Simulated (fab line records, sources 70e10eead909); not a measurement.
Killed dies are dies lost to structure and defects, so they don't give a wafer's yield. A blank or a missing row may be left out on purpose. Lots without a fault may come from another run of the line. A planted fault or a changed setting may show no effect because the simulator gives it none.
Chamber matching | flow nand_harc | NHARC_A_M1_DESCUM_14 on rie_diel-07: 4 sister chambers
The step chemistry O2, time 3 s. 8 wafers are shown with their chamber, then 8 later ones without.

WAFERS WITH THEIR CHAMBER
wafer  | chamber | drypump_motor_current_A (A) | rf_vpp_V (V)
L075.1 | 2       | 6.17                        | 58.0
L079.3 | 3       | 5.91                        | 56.7
L083.1 | 3       | 5.93                        | 56.2
L084.6 | 0       | 5.53                        | 57.0
L091.2 | 1       | 6.06                        | 58.5
L091.5 | 2       | 6.16                        | 59.4
L091.6 | 1       | 6.06                        | 59.7
L093.2 | 0       | 5.51                        | 58.3

WAFERS WITHOUT THEIR CHAMBER
wafer  | drypump_motor_current_A (A) | rf_vpp_V (V)
L093.4 | 5.92                        | 58.7
L093.5 | 6.07                        | 58.8
L096.1 | 5.48                        | 56.5
L096.2 | 6.11                        | 60.3
L096.5 | 6.06                        | 59.9
L097.3 | 6.13                        | 57.6
L097.4 | 6.05                        | 58.1
L097.5 | 6.17                        | 57.1

WHICH CHAMBER EACH WENT THROUGH
wafer  | from the rows above     | in truth
L093.4 | 3                       | 3
L093.5 | 1                       | 1
L096.1 | 0                       | 0
L096.2 | can't be placed: 1 or 2 | 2
L096.5 | 1                       | 1
L097.3 | 2                       | 2
L097.4 | 1                       | 1
L097.5 | 2                       | 2
Placed correctly: 7 of 8. Can't be placed from these rows: 1 (the true chamber is among the candidates in 1). Placed wrongly: 0.
How it was worked out, from the rows above alone: a wafer's distance from a chamber is the root of the sum, over the readings, of the square of ((its reading less the chamber's mean) divided by the reading's scatter). The wafer belongs to the nearest chamber; if the next one is less than 2 further off, it can't be placed. A chamber's mean is the mean of its shown wafers. The scatter: the root of (the sum of the squares of (reading less its chamber's mean) over the shown wafers, divided by (wafers less chambers)).
